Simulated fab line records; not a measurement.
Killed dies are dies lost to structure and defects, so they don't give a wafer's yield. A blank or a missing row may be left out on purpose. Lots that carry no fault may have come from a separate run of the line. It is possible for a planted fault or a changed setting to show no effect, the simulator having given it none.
Which of the tools did it? + flow n5 finfet + 24 lots with 72 wafers sampled at 4 steps, on a route of 1938 steps

## WHAT THE GAUGES SHOWED, per wafer
N5_BEOL_M11_CD_MEAS_11: the cd target is 64.1 nm.
| lot  | measured     | on        | cd nm (nm)     |
|------|--------------|-----------|----------------|
| L074 | day 11 11:09 | cd sem-02 | 64.2 63.8 63.8 |
| L079 | day 11 17:02 | cd sem-03 | 64.5 64.6 64.6 |
| L077 | day 11 19:12 | cd sem-02 | 64.0 64.1 64.6 |
| L076 | day 11 19:38 | cd sem-02 | 63.4 64.0 63.6 |
| L075 | day 11 21:47 | cd sem-01 | 63.3 63.7 63.8 |
| L078 | day 12 09:51 | cd sem-02 | 64.2 64.1 64.7 |
| L080 | day 12 19:35 | cd sem-02 | 64.1 64.3 64.0 |
| L081 | day 12 22:45 | cd sem-02 | 64.1 64.1 64.5 |
| L082 | day 13 20:50 | cd sem-01 | 63.8 64.1 63.9 |
| L085 | day 14 01:34 | cd sem-03 | 64.1 64.2 64.6 |
| L084 | day 15 09:08 | cd sem-03 | 64.1 63.5 64.6 |
| L086 | day 15 11:51 | cd sem-03 | 64.1 64.1 64.1 |
| L089 | day 15 18:55 | cd sem-01 | 64.2 63.3 64.5 |
| L083 | day 15 21:58 | cd sem-01 | 64.5 64.7 65.2 |
| L088 | day 16 03:44 | cd sem-03 | 64.5 64.7 64.3 |
| L087 | day 16 06:27 | cd sem-01 | 64.5 64.7 64.3 |
| L090 | day 16 10:22 | cd sem-02 | 64.3 64.3 64.3 |
| L093 | day 17 06:29 | cd sem-02 | 64.6 64.0 64.4 |
| L092 | day 17 08:05 | cd sem-01 | 63.7 63.5 63.6 |
| L091 | day 17 12:10 | cd sem-03 | 64.3 64.2 64.4 |
| L094 | day 17 12:49 | cd sem-03 | 64.8 64.6 65.0 |
| L097 | day 17 23:22 | cd sem-01 | 63.3 63.4 63.7 |
| L095 | day 18 00:05 | cd sem-03 | 63.8 64.4 64.3 |
| L096 | day 18 16:18 | cd sem-03 | 64.0 63.6 63.5 |

N5_BEOL_M11_CD_MEAS_18: pitch 140 nm, target cd 70 nm.
| lot  | measured     | on        | cd nm (nm)     |
|------|--------------|-----------|----------------|
| L074 | day 11 11:43 | cd sem-01 | 70.0 70.1 69.8 |
| L079 | day 11 17:35 | cd sem-03 | 70.7 70.5 70.6 |
| L077 | day 11 20:29 | cd sem-02 | 70.0 70.0 70.5 |
| L076 | day 11 20:37 | cd sem-03 | 69.5 70.0 69.2 |
| L075 | day 11 22:25 | cd sem-01 | 69.5 69.7 69.6 |
| L078 | day 12 10:31 | cd sem-02 | 70.3 70.4 70.5 |
| L080 | day 12 20:08 | cd sem-03 | 70.1 70.0 70.2 |
| L081 | day 12 23:23 | cd sem-03 | 69.9 70.5 70.3 |
| L082 | day 13 21:24 | cd sem-03 | 69.3 70.0 70.2 |
| L085 | day 14 02:09 | cd sem-03 | 70.4 70.2 70.6 |
| L084 | day 15 09:41 | cd sem-03 | 70.3 69.7 70.5 |
| L086 | day 15 12:26 | cd sem-03 | 69.8 69.5 70.4 |
| L089 | day 15 19:27 | cd sem-03 | 70.5 69.8 69.8 |
| L083 | day 15 22:45 | cd sem-02 | 70.0 70.8 71.1 |
| L088 | day 16 04:17 | cd sem-03 | 70.9 70.4 70.2 |
| L087 | day 16 06:59 | cd sem-02 | 70.4 70.5 71.1 |
| L090 | day 16 11:16 | cd sem-02 | 69.9 70.4 70.3 |
| L093 | day 17 07:03 | cd sem-03 | 70.5 70.1 69.9 |
| L092 | day 17 09:19 | cd sem-02 | 69.4 69.5 70.1 |
| L091 | day 17 13:59 | cd sem-03 | 70.3 70.1 70.1 |
| L094 | day 17 14:35 | cd sem-02 | 70.2 69.8 70.2 |
| L097 | day 18 00:03 | cd sem-01 | 69.5 69.7 69.9 |
| L095 | day 18 00:46 | cd sem-01 | 69.9 70.1 69.6 |
| L096 | day 18 17:03 | cd sem-03 | 70.1 69.8 69.5 |

## EACH LOT AND THE TOOL THAT RAN IT (in order: tool; ch and the chambers of the sampled wafers; start)
| lot  | N5_BEOL_M10_DESCUM_16              | N5_BEOL_M10_ETCH_41                           |
|------|------------------------------------|-----------------------------------------------|
| L074 | rie diel-05 ch 1,2,3, day 11 04:04 | rie diel-04 ch 1,2,3, day 11 11:09 or earlier |
| L079 | rie diel-01 ch 0,2,3, day 11 08:51 | rie diel-04 ch 1,2, day 11 17:02 or earlier   |
| L077 | rie diel-05 ch 0,1, day 11 10:50   | rie diel-05 ch 0,2,3, day 11 19:12 or earlier |
| L076 | rie diel-05 ch 0,2,3, day 11 11:20 | rie diel-04 ch 1,2,3, day 11 19:38 or earlier |
| L075 | rie diel-01 ch 0,2, day 11 15:13   | rie diel-01 ch 0,3, day 11 21:47 or earlier   |
| L078 | rie diel-04 ch 0,2,3, day 11 23:24 | rie diel-01 ch 1,3, day 12 09:51 or earlier   |
| L080 | rie diel-01 ch 0,1,2, day 12 12:32 | rie diel-01 ch 1,3, day 12 19:35 or earlier   |
| L081 | rie diel-01 ch 1,2, day 12 14:43   | rie diel-04 ch 1,2,3, day 12 22:45 or earlier |
| L082 | rie diel-04 ch 0,1,3, day 13 12:11 | rie diel-05 ch 1,2,3, day 13 20:50 or earlier |
| L085 | rie diel-04 ch 0,1,3, day 13 15:20 | rie diel-05 ch 0,2,3, day 14 01:34 or earlier |
| L084 | rie diel-01 ch 0,2,3, day 15 00:19 | rie diel-04 ch 0,2, day 15 09:08 or earlier   |
| L086 | rie diel-01 ch 1,2,3, day 15 05:39 | rie diel-04 ch 1,2,3, day 15 11:51 or earlier |
| L089 | rie diel-04 ch 0,2,3, day 15 12:04 | rie diel-04 ch 1,3, day 15 18:55 or earlier   |
| L083 | rie diel-01 ch 0,1,2, day 15 15:13 | rie diel-01 ch 0,3, day 15 21:58 or earlier   |
| L088 | rie diel-04 ch 1,2,3, day 15 19:13 | rie diel-04 ch 1,2,3, day 16 03:44 or earlier |
| L087 | rie diel-05 ch 0,1,3, day 15 20:56 | rie diel-01 ch 0,2, day 16 06:27 or earlier   |
| L090 | rie diel-01 ch 0,2,3, day 16 02:25 | rie diel-04 ch 0,1,2, day 16 10:22 or earlier |
| L093 | rie diel-05 ch 0,3, day 16 19:03   | rie diel-05 ch 0,2,3, day 17 06:29 or earlier |
| L092 | rie diel-01 ch 2,3, day 17 00:45   | rie diel-05 ch 0,3, day 17 08:05 or earlier   |
| L091 | rie diel-01 ch 0,2,3, day 17 04:21 | rie diel-01 ch 1,2, day 17 12:10 or earlier   |
| L094 | rie diel-04 ch 0,1,2, day 17 06:41 | rie diel-05 ch 0,1,3, day 17 12:49 or earlier |
| L097 | rie diel-05 ch 0,2, day 17 15:41   | rie diel-01 ch 1,3, day 17 23:22 or earlier   |
| L095 | rie diel-04 ch 0,3, day 17 16:06   | rie diel-01 ch 1,2,3, day 18 00:05 or earlier |
| L096 | rie diel-04 ch 1,3, day 18 05:10   | rie diel-04 ch 0,1,3, day 18 16:18 or earlier |
- N5_BEOL_M10_DESCUM_16: chemistry O2, time 7.9 s.
- N5_BEOL_M10_ETCH_41: etches SiCN in CH3F/O2, target depth 42.6 nm, time 86 s.

## AS READ BY THE TOOLS THEMSELVES (means over the sampled wafers that have a number; for cases with no such wafer, the mark the record gives instead)
N5_BEOL_M10_DESCUM_16.
| lot  | tool        | drypump motor current A (A) | oes product au (a.u.) | rf vpp V (V) | showerhead plenum p Torr (Torr) | throttle valve pct (%) |
|------|-------------|-----------------------------|-----------------------|--------------|---------------------------------|------------------------|
| L074 | rie diel-05 | 6.2                         | 0.76                  | 242.9        | 2.09                            | 20.58                  |
| L079 | rie diel-01 | 5.6                         | 0.85                  | 242.9        | 2.09                            | 20.40                  |
| L077 | rie diel-05 | 6.0                         | 0.79                  | 244.1        | 2.16                            | 20.48                  |
| L076 | rie diel-05 | 5.9                         | 0.77                  | 243.8        | 2.13                            | 20.66                  |
| L075 | rie diel-01 | 6.0                         | 0.87                  | 241.9        | 2.07                            | 20.27                  |
| L078 | rie diel-04 | 5.7                         | 0.81                  | 243.5        | 2.11                            | 20.41                  |
| L080 | rie diel-01 | 5.7                         | 0.83                  | 244.3        | 2.09                            | 20.40                  |
| L081 | rie diel-01 | 5.2                         | 0.86                  | 243.2        | 2.12                            | 20.30                  |
| L082 | rie diel-04 | 6.0                         | 0.87                  | 242.8        | 2.10                            | 20.25                  |
| L085 | rie diel-04 | 6.0                         | 0.87                  | 243.8        | 2.10                            | 20.25                  |
| L084 | rie diel-01 | 5.6                         | 0.80                  | 242.5        | 2.08                            | 20.45                  |
| L086 | rie diel-01 | 5.3                         | 0.76                  | 243.0        | 2.10                            | 20.56                  |
| L089 | rie diel-04 | 5.7                         | 0.78                  | 243.5        | 2.10                            | 20.45                  |
| L083 | rie diel-01 | 5.7                         | 0.79                  | 243.4        | 2.08                            | 20.43                  |
| L088 | rie diel-04 | 5.7                         | 0.79                  | 242.3        | 2.07                            | 20.44                  |
| L087 | rie diel-05 | 6.1                         | 0.75                  | 243.4        | 2.09                            | 20.55                  |
| L090 | rie diel-01 | 5.6                         | 0.78                  | 242.6        | 2.07                            | 20.44                  |
| L093 | rie diel-05 | 5.8                         | 0.75                  | 243.5        | 2.12                            | 20.65                  |
| L092 | rie diel-01 | 5.1                         | 0.75                  | 243.9        | 2.09                            | 20.60                  |
| L091 | rie diel-01 | 5.6                         | 0.77                  | 243.2        | 2.07                            | 20.46                  |
| L094 | rie diel-04 | 6.0                         | 0.78                  | 242.3        | 2.07                            | 20.43                  |
| L097 | rie diel-05 | 5.8                         | 0.82                  | 244.5        | 2.17                            | 20.60                  |
| L095 | rie diel-04 | 5.7                         | 0.82                  | 243.6        | 2.11                            | 20.32                  |
| L096 | rie diel-04 | 5.7                         | 0.82                  | 242.2        | 2.07                            | 20.32                  |

N5_BEOL_M10_ETCH_41.
| lot  | tool        | drypump motor current A (A) | oes product au (a.u.) | rf vpp V (V) | showerhead plenum p Torr (Torr) | throttle valve pct (%) |
|------|-------------|-----------------------------|-----------------------|--------------|---------------------------------|------------------------|
| L074 | rie diel-04 | 5.8                         | 0.83                  | 297.1        | 2.00                            | 16.32                  |
| L079 | rie diel-04 | 5.7                         | 0.77                  | 297.0        | 1.98                            | 16.49                  |
| L077 | rie diel-05 | 5.9                         | 0.76                  | 298.0        | 2.03                            | 16.56                  |
| L076 | rie diel-04 | 5.7                         | 0.83                  | 296.6        | 2.00                            | 16.32                  |
| L075 | rie diel-01 | 6.1                         | 0.80                  | 296.6        | 1.97                            | 16.40                  |
| L078 | rie diel-01 | 5.3                         | 0.74                  | 297.0        | 1.99                            | 16.63                  |
| L080 | rie diel-01 | 5.4                         | 0.73                  | 297.5        | 1.99                            | 16.64                  |
| L081 | rie diel-04 | 5.8                         | 0.81                  | 297.4        | 2.00                            | 16.34                  |
| L082 | rie diel-05 | 6.2                         | 0.74                  | 297.6        | 1.99                            | 16.51                  |
| L085 | rie diel-05 | 5.9                         | 0.74                  | 297.2        | 2.02                            | 16.58                  |
| L084 | rie diel-04 | 6.0                         | 0.78                  | 298.3        | 2.01                            | 16.33                  |
| L086 | rie diel-04 | 5.8                         | 0.79                  | 296.8        | 1.99                            | 16.38                  |
| L089 | rie diel-04 | 6.0                         | 0.85                  | 296.6        | 1.98                            | 16.17                  |
| L083 | rie diel-01 | 6.1                         | 0.76                  | 296.5        | 1.95                            | 16.48                  |
| L088 | rie diel-04 | 5.7                         | 0.78                  | 298.1        | 1.99                            | 16.39                  |
| L087 | rie diel-01 | 5.5                         | 0.85                  | 298.0        | 2.01                            | 16.12                  |
| L090 | rie diel-04 | 6.0                         | 0.79                  | 297.1        | 1.99                            | 16.34                  |
| L093 | rie diel-05 | 5.9                         | 0.83                  | 298.2        | 2.02                            | 16.48                  |
| L092 | rie diel-05 | 5.8                         | 0.75                  | 298.5        | 2.03                            | 16.56                  |
| L091 | rie diel-01 | 5.4                         | 0.76                  | 297.5        | 1.99                            | 16.44                  |
| L094 | rie diel-05 | 6.1                         | 0.74                  | 296.6        | 1.99                            | 16.48                  |
| L097 | rie diel-01 | 5.5                         | 0.69                  | 296.8        | 1.97                            | 16.68                  |
| L095 | rie diel-01 | 5.3                         | 0.75                  | 296.2        | 1.99                            | 16.46                  |
| L096 | rie diel-04 | 6.0                         | 0.81                  | 297.7        | 2.00                            | 16.23                  |

## THE ANSWER, worked out from the rows above alone
Rule: what is usual is taken from the lots themselves. The widest of any qualifying gaps counts: lots, ordered by their means at a reading, are off when they make up no more than a third of the lots, leave a main group of 4 or more, and stand apart from it by 3 or more times the standard deviation of that group's means. A main group whose means are all the same, to the digits that the tables above print for the reading, isn't used. Also off: a lot with no number at a reading for which 4 or more lots have one. Any other lot the step has rows for is counted as sound. First the gauges in route order, then the tools' own readings, where a lot's mean is used as printed above. The first step at which some lot is off is used, and at that step the reading that is off furthest; a lot without a number counts as furthest.
Across all readings shown, no lot is off: no conclusion can be drawn from this.

## WHAT THE SIMULATOR HAD INSERTED
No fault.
